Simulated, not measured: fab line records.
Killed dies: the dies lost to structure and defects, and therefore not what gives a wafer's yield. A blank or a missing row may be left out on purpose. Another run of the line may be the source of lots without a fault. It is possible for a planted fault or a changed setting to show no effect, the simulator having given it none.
Chamber matching    flow n5 finfet    ald metal-03 running N5_BEOL_M3_ALD_84: 4 sister chambers
The step deposits TaN, pulse time 2 s, purge time 3 s, co reactant purge time 2 s. 8 wafers are shown with their chamber, then 8 later ones without.

WAFERS WITH THEIR CHAMBER
wafer   chamber  heater power w (W)  precursor vessel temp c (C)
L078.1  3        433                 75.06
L078.3  1        398                 75.16
L088.2  3        431                 74.96
L088.6  0        390                 75.08
L087.1  0        402                 74.94
L087.2  2        495                 75.02
L087.4  1        398                 74.87
L086.2  2        473                 74.94

WAFERS WHOSE CHAMBER IS MISSING
wafer   heater power w (W)  precursor vessel temp c (C)
L086.4  405                 75.21
L086.6  410                 74.87
L092.1  428                 75.23
L092.3  400                 75.03
L092.5  385                 74.96
L097.1  442                 75.32
L097.4  400                 75.07
L097.6  384                 74.93

EACH ONE'S CHAMBER
wafer   from the rows above           in truth
L086.4  can't be placed: 1 or 0 or 3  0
L086.6  can't be placed: 1 or 0 or 3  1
L092.1  can't be placed: 3 or 1       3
L092.3  can't be placed: 1 or 0       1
L092.5  can't be placed: 0 or 1       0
L097.1  3                             3
L097.4  can't be placed: 1 or 0       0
L097.6  can't be placed: 0 or 1       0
Correctly placed: 1 of 8. From these rows, 7 cannot be placed; in 7 the true chamber is one of the candidates. Number placed wrongly: 0.
How it was worked out, from the rows above alone: a wafer's distance from a chamber is the root of the sum, over the readings, of the square of ((its reading less the chamber's mean) divided by the reading's scatter). If the next closest chamber is less than 2 further off than the closest, the wafer can't be placed; otherwise it belongs to the closest. The mean given for a chamber averages the wafers shown for that chamber. How the scatter is found: for the shown wafers, subtract from each reading the mean of its chamber, square and add these, divide the total by (wafers less chambers), then take the root.
